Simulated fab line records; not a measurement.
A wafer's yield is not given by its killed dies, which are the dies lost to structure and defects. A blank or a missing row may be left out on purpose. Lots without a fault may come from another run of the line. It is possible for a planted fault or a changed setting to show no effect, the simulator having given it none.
Chamber matching | flow n5_finfet | N5_BEOL_M1_DEP_57 on pecvd-04 has 3 sister chambers
The step deposits SiCN from 3MS/NH3, target thk 8 nm, time 14 s. 6 wafers are shown with their chamber, then 10 later ones without.

== EACH WAFER AND ITS CHAMBER ==
wafer  | chamber | throttle_valve_pct (%) | showerhead_plenum_p_Torr (Torr)
L077.5 | 0       | 9.36                   | 3.689
L081.6 | 1       | 9.25                   | 3.651
L082.2 | 1       | 9.32                   | 3.651
L082.5 | 0       | 9.30                   | 3.685
L083.1 | 2       | 8.84                   | 3.684
L083.4 | 2       | 8.74                   | 3.662

== WAFERS MISSING THEIR CHAMBER ==
wafer  | throttle_valve_pct (%) | showerhead_plenum_p_Torr (Torr)
L083.5 | 9.26                   | 3.657
L084.1 | 9.41                   | 3.655
L084.5 | 9.24                   | 3.683
L084.6 | 8.41                   | 3.689
L086.1 | 9.37                   | 3.665
L086.2 | 9.16                   | 3.689
L086.4 | 9.51                   | 3.683
L093.2 | 9.15                   | 3.693
L093.3 | 8.76                   | 3.681
L093.5 | 9.55                   | 3.685

== CHAMBER TAKEN BY EACH ==
wafer  | from the rows above     | in truth
L083.5 | 1                       | 1
L084.1 | can't be placed: 1 or 0 | 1
L084.5 | can't be placed: 0 or 1 | 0
L084.6 | 2                       | 2
L086.1 | can't be placed: 1 or 0 | 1
L086.2 | can't be placed: 0 or 1 | 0
L086.4 | 0                       | 0
L093.2 | can't be placed: 0 or 1 | 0
L093.3 | 2                       | 2
L093.5 | 0                       | 0
Correctly placed: 5 of 10. Not placeable from these rows: 5 (in 5, the candidates include the true chamber). Placed wrongly: 0.
How it was worked out, from the rows above alone: a wafer's distance from a chamber is the root of the sum, over the readings, of the square of ((its reading less the chamber's mean) divided by the reading's scatter). If the next closest chamber is less than 2 further off than the closest, the wafer can't be placed; otherwise it belongs to the closest. For every chamber, the mean is computed from those of its wafers that are shown. The scatter: take each reading less its chamber's mean, square it, sum over the shown wafers, divide by the number of wafers less the number of chambers, and take the root.
